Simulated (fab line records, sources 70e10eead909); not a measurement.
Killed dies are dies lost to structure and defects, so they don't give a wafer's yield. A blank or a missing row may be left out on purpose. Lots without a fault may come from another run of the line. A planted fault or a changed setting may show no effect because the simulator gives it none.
Which tool did it? | flow nand_harc | 11 lots, 31 wafers sampled, at 5 steps of a route of 1302

WHAT THE GAUGES READ, wafer by wafer
NHARC_A_CHANNEL_HOLE_D2_INSPECT_40.
lot  | measured     | on                | raw_defect_count
L634 | day 13 15:19 | defect_inspect-01 | 339 191 306
L636 | day 14 14:04 | defect_inspect-02 | 239 209 335
L643 | day 17 15:44 | defect_inspect-01 | 720 717
L645 | day 17 23:45 | defect_inspect-01 | 738 456 827 729 446 837
L648 | day 19 19:43 | defect_inspect-02 | 249 362 203
L650 | day 20 04:24 | defect_inspect-01 | 212 219 301
L652 | day 20 18:07 | defect_inspect-01 | 382 293 213
L653 | day 21 13:59 | defect_inspect-01 | 168 198 295
L654 | day 22 04:58 | defect_inspect-02 | 355 224 326
L657 | day 22 13:20 | defect_inspect-02 | 196 309 308
L656 | day 22 13:30 | defect_inspect-02 | 227 215 287

WHICH TOOL RAN EACH LOT (tool, then ch and the chambers of the sampled wafers, then the start)
lot  | NHARC_A_CHANNEL_HOLE_D2_ETCH_20  | NHARC_A_CHANNEL_HOLE_D2_ETCH_24  | NHARC_A_CHANNEL_HOLE_D2_ETCH_44    | NHARC_A_CHANNEL_HOLE_D2_STRIP_28
L634 | har_etch-01 ch 0,1, day 13 09:46 | har_etch-01 ch 0,1, day 13 11:51 | rie_diel-06 ch 1,2,3, day 13 14:21 | rie_diel-06 ch 0,1, day 13 15:19 or earlier
L636 | har_etch-01 ch 0,1, day 14 08:31 | har_etch-01 ch 0,1, day 14 10:37 | rie_diel-06 ch 1,2,3, day 14 13:06 | rie_diel-06 ch 0,1,2, day 14 14:04 or earlier
L643 | har_etch-01 ch 0, day 17 09:50   | har_etch-01 ch 0, day 17 12:00   | rie_diel-06 ch 3, day 17 14:47     | rie_diel-06 ch 0, day 17 15:44 or earlier
L645 | har_etch-01 ch 0,1, day 17 18:11 | har_etch-01 ch 0,1, day 17 20:23 | rie_diel-06 ch 0,3, day 17 22:44   | rie_diel-09 ch 0,1, day 17 22:52
L648 | har_etch-02 ch 0,1, day 19 14:13 | har_etch-02 ch 0,1, day 19 16:23 | rie_diel-09 ch 0,1,3, day 19 18:45 | rie_diel-09 ch 0,1,3, day 19 19:43 or earlier
L650 | har_etch-02 ch 0,1, day 19 22:53 | har_etch-02 ch 0,1, day 20 00:58 | rie_diel-06 ch 0,1,3, day 20 03:25 | rie_diel-06 ch 0,1,2, day 20 04:24 or earlier
L652 | har_etch-02 ch 0,1, day 20 12:40 | har_etch-02 ch 0,1, day 20 14:55 | rie_diel-06 ch 0,2,3, day 20 17:07 | rie_diel-06 ch 2,3, day 20 18:07 or earlier
L653 | har_etch-01 ch 0,1, day 21 08:28 | har_etch-01 ch 0,1, day 21 10:32 | rie_diel-09 ch 0,3, day 21 13:00   | rie_diel-09 ch 0,1,3, day 21 13:59 or earlier
L654 | har_etch-01 ch 0,1, day 21 23:24 | har_etch-01 ch 0,1, day 22 01:30 | rie_diel-05 ch 1,2,3, day 22 03:58 | rie_diel-05 ch 1,2, day 22 04:58 or earlier
L657 | har_etch-01 ch 0,1, day 22 07:46 | har_etch-01 ch 0,1, day 22 09:47 | rie_diel-09 ch 2,3, day 22 12:22   | rie_diel-09 ch 0,3, day 22 13:20 or earlier
L656 | har_etch-02 ch 0,1, day 22 07:55 | har_etch-02 ch 0,1, day 22 09:56 | rie_diel-06 ch 2,3, day 22 12:31   | rie_diel-06 ch 1,3, day 22 13:30 or earlier
- NHARC_A_CHANNEL_HOLE_D2_ETCH_20: etches the open film in C4F8/O2/Ar, time 361.9 s, target depth 1600 nm.
- NHARC_A_CHANNEL_HOLE_D2_ETCH_24: etches the open film in C4F8/O2/Ar, time 906.2 s, target depth 1500 nm.
- NHARC_A_CHANNEL_HOLE_D2_ETCH_44: etches the open film in CF4/O2, target depth 140 nm, overetch 14 nm, time 77 s.
- NHARC_A_CHANNEL_HOLE_D2_STRIP_28: strips in O2.

THE ANSWER, worked out from the rows above alone
Rule: what is usual is taken from the lots themselves. Put in order of their means at a reading, lots are off if they are a third of the lots or fewer, leave a main group of 4 or more, and stand apart from it by a gap of 3 or more times the standard deviation of the main group's means; of several such gaps the widest counts. A main group whose means are all the same, to the digits that the tables above print for the reading, isn't used. A lot without any number at a reading at which 4 lots or more have one is off too. The other lots that the step has rows for count as sound.
Off: L643, L645, at NHARC_A_CHANNEL_HOLE_D2_INSPECT_40 (raw_defect_count). The main group: mean 265, standard deviation 25.
A tool fits if, at a process step before that reading, it ran every lot that is off, and no sound lot after the first of them. The gauges at NHARC_A_CHANNEL_HOLE_D2_INSPECT_40 are tried like those tools. NHARC_A_CHANNEL_HOLE_D2_STRIP_28 gives no start for some lots, so the hours and the order of its lots are those of NHARC_A_CHANNEL_HOLE_D2_INSPECT_40. None of those tried fits.

WHAT THE SIMULATOR HAD PUT IN
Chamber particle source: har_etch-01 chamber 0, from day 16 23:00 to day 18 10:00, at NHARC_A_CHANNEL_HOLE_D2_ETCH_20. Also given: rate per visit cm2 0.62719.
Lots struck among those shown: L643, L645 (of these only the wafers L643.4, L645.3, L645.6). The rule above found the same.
